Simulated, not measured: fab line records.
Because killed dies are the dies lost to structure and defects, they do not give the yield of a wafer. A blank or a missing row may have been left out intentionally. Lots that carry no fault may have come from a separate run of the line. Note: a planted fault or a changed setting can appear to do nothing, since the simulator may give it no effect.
Matching of chambers / flow nand harc / rie diel-11 running NHARC_A_M0_STRIP_18: 4 sister chambers
The step strips in N2/H2. 8 wafers are shown with their chamber, then 12 later ones without.

== WAFERS WITH THEIR CHAMBER ==
wafer=L077.6; chamber=3; drypump motor current A (A)=5.48; oes product au (a.u.)=0.994
wafer=L080.6; chamber=3; drypump motor current A (A)=5.45; oes product au (a.u.)=0.991
wafer=L085.1; chamber=2; drypump motor current A (A)=5.44; oes product au (a.u.)=0.995
wafer=L087.1; chamber=1; drypump motor current A (A)=4.96; oes product au (a.u.)=1.008
wafer=L087.3; chamber=2; drypump motor current A (A)=5.45; oes product au (a.u.)=0.997
wafer=L090.1; chamber=0; drypump motor current A (A)=5.71; oes product au (a.u.)=0.993
wafer=L090.3; chamber=1; drypump motor current A (A)=4.98; oes product au (a.u.)=1.014
wafer=L090.4; chamber=0; drypump motor current A (A)=5.70; oes product au (a.u.)=0.993

== WAFERS WITHOUT THEIR CHAMBER ==
wafer=L091.1; drypump motor current A (A)=5.45; oes product au (a.u.)=1.009
wafer=L091.3; drypump motor current A (A)=4.99; oes product au (a.u.)=1.012
wafer=L091.5; drypump motor current A (A)=5.73; oes product au (a.u.)=0.993
wafer=L095.1; drypump motor current A (A)=5.46; oes product au (a.u.)=1.021
wafer=L095.3; drypump motor current A (A)=5.45; oes product au (a.u.)=1.008
wafer=L095.4; drypump motor current A (A)=5.71; oes product au (a.u.)=0.991
wafer=L097.1; drypump motor current A (A)=5.49; oes product au (a.u.)=1.035
wafer=L097.5; drypump motor current A (A)=4.98; oes product au (a.u.)=1.000
wafer=L097.6; drypump motor current A (A)=5.74; oes product au (a.u.)=0.984
wafer=L096.1; drypump motor current A (A)=4.97; oes product au (a.u.)=1.011
wafer=L096.2; drypump motor current A (A)=5.48; oes product au (a.u.)=1.010
wafer=L096.3; drypump motor current A (A)=5.77; oes product au (a.u.)=0.989

== WHICH CHAMBER EACH WENT THROUGH ==
wafer=L091.1; from the rows above=can't be placed: 2 or 3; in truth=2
wafer=L091.3; from the rows above=1; in truth=1
wafer=L091.5; from the rows above=0; in truth=0
wafer=L095.1; from the rows above=can't be placed: 2 or 3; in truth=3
wafer=L095.3; from the rows above=can't be placed: 2 or 3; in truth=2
wafer=L095.4; from the rows above=0; in truth=0
wafer=L097.1; from the rows above=can't be placed: 2 or 3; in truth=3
wafer=L097.5; from the rows above=1; in truth=1
wafer=L097.6; from the rows above=0; in truth=0
wafer=L096.1; from the rows above=1; in truth=1
wafer=L096.2; from the rows above=can't be placed: 2 or 3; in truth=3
wafer=L096.3; from the rows above=0; in truth=0
7 of 12 placed correctly. These rows do not allow placing 5 (true chamber among the candidates in 5). Placed wrongly: 0.
How it was worked out, from the rows above alone: a wafer's distance from a chamber is the root of the sum, over the readings, of the square of ((its reading less the chamber's mean) divided by the reading's scatter). The wafer belongs to the nearest chamber; if the next one is less than 2 further off, it can't be placed. For every chamber, the mean is computed from those of its wafers that are shown. The scatter is the square root of a quotient: the sum, over the shown wafers, of each reading's squared deviation from its chamber's mean, divided by wafers minus chambers.
